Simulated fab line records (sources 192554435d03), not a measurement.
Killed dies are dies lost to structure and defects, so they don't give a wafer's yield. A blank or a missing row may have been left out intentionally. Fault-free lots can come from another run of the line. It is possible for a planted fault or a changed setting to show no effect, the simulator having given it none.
A lot that was struck, set against a sound lot | flow n5_finfet | 35 out of 1938 route steps
Sound: wafers L753.2, L753.3, L753.4. Wafers struck: L741.4, L741.5, L741.6. The cause comes at the end.
Each step with rows lists, per side, the tool, then ch with its chambers, then its first start. Under that, the readings that differ: sound wafers | struck wafers | difference of the means | sigmas: that difference in standard deviations of wafers without a fault.
alike: words and numbers the same on both sides, and readings whose means are apart by under 2 such deviations; not compared: readings that were withheld, readings missing a value for some wafer, numbers with overlapping values and no deviation given by the record, and bounds like >300 which may hide the same value.
A row with sigmas, a row that says differs or no value, or rows on one side alone: a step with any of these is where the two part. Numbers that don't overlap but have no deviation are shown without sigmas and don't part them. A reading missing from all wafers of one side parts the sides only when that side holds two or more wafers.

first, 9 steps without rows for these wafers: N5_STI_FIN_REVEAL_SRD_21 (time 30 s); N5_STI_FIN_REVEAL_OXIDATION_33 (chemistry O2 PLASMA REMOTE, time 20 s); N5_STI_FIN_REVEAL_CLEAN_19 (cleans in O3/DIW, time 120 s); N5_STI_FIN_REVEAL_SRD_23 (time 30 s); N5_STI_FIN_REVEAL_PRECLEAN_18 (cleans in SC2, time 45 s); N5_STI_FIN_REVEAL_SRD_28 (time 30 s); N5_DUMMY_GATE_PRECLEAN_00 (cleans in O3/DIW, time 60 s); N5_DUMMY_GATE_SRD_01 (time 30 s); N5_DUMMY_GATE_ALD_02 (deposits SiO2, target thk 2 nm, pulse time 1 s).
N5_DUMMY_GATE_CVD_03: deposits a-Si from SiH4, target thk 150 nm, time 8042 s.
  sound on lpcvd-02 ch 0/20,0/25,0/29, day 7 15:31; struck on lpcvd-02 ch 1/79,1/84,1/89, day 4 12:38
  reading              | sound             | struck            | difference | sigmas
  spike_tc_lower_C (C) | 528.5 528.5 528.5 | 531.9 531.9 531.9 | +3.4       | +3
  alike: spike_tc_bottom_C, susceptor_temp_C, zone_power_lower_pct
then, 24 steps without rows for these wafers: N5_DUMMY_GATE_PRECLEAN_46 (cleans in DIW, time 89.5 s); N5_DUMMY_GATE_SRD_47 (dry time 32 s); N5_DUMMY_GATE_CMP_04 (polishes a-Si); N5_DUMMY_GATE_HM_DEP_06 (deposits SiNx from DCS/NH3, target thk 80 nm, time 5141 s); N5_DUMMY_GATE_PECVD_30 (deposits SiO2 from TEOS/O2, target thk 55 nm, time 10.8 s); N5_DUMMY_GATE_COAT_34 (time 60 s, resist thk 60 nm); N5_DUMMY_GATE_COAT_35 (time 60 s, resist thk 10 nm); N5_DUMMY_GATE_COAT_28 (time 60 s, resist thk 10 nm); N5_DUMMY_GATE_COAT_09 (resist thk 30 nm); N5_DUMMY_GATE_EBR_11; N5_DUMMY_GATE_SOFTBAKE_10 (time 60 s); N5_DUMMY_GATE_EXPOSE_12 (exposes mask GATE, target cd 25 nm); N5_DUMMY_GATE_PEB_13 (peb time 60 s); N5_DUMMY_GATE_DEVELOP_14 (develop time 30 s); N5_DUMMY_GATE_DESCUM_20 (chemistry O2, time 6.2 s); N5_DUMMY_GATE_ETCH_29 (etches underlayer in N2/H2, target depth 13 nm); N5_DUMMY_GATE_ETCH_36 (etches SiARC in CF4, target depth 13 nm); N5_DUMMY_GATE_ETCH_37 (etches SOC in N2/H2, target depth 60 nm, overetch 30 nm); N5_DUMMY_GATE_STRIP_38 (strips in N2/H2); N5_DUMMY_GATE_STRIP_39 (strips in N2/H2); N5_DUMMY_GATE_TRIM_49 (chemistry O2, time 29 s, target cd 14 nm); N5_DUMMY_GATE_STRIP_40 (strips in CF4); N5_DUMMY_GATE_ETCH_31 (etches SiO2 in C4F6/O2, target depth 82.5 nm, time 27.5 s); N5_DUMMY_GATE_STRIP_41 (strips in O2).
-- the record jumps here: 10 days lie between the struck wafers' starts before and after (it left off in module DUMMY_GATE and takes up again in module PASSIVATION, whose first step shown is number 1936 of the route) --
N5_PASSIVATION_PROBE_49:
  only the struck wafers here have rows in the record (prober-02, day 14 01:40); the sound ones have none

WHERE THEY PART
First at N5_DUMMY_GATE_CVD_03; last, within this record, at N5_PASSIVATION_PROBE_49.

WHY: the cause the simulator had injected
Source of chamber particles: lpcvd-02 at N5_DUMMY_GATE_CVD_03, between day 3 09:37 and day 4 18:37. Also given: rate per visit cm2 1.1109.
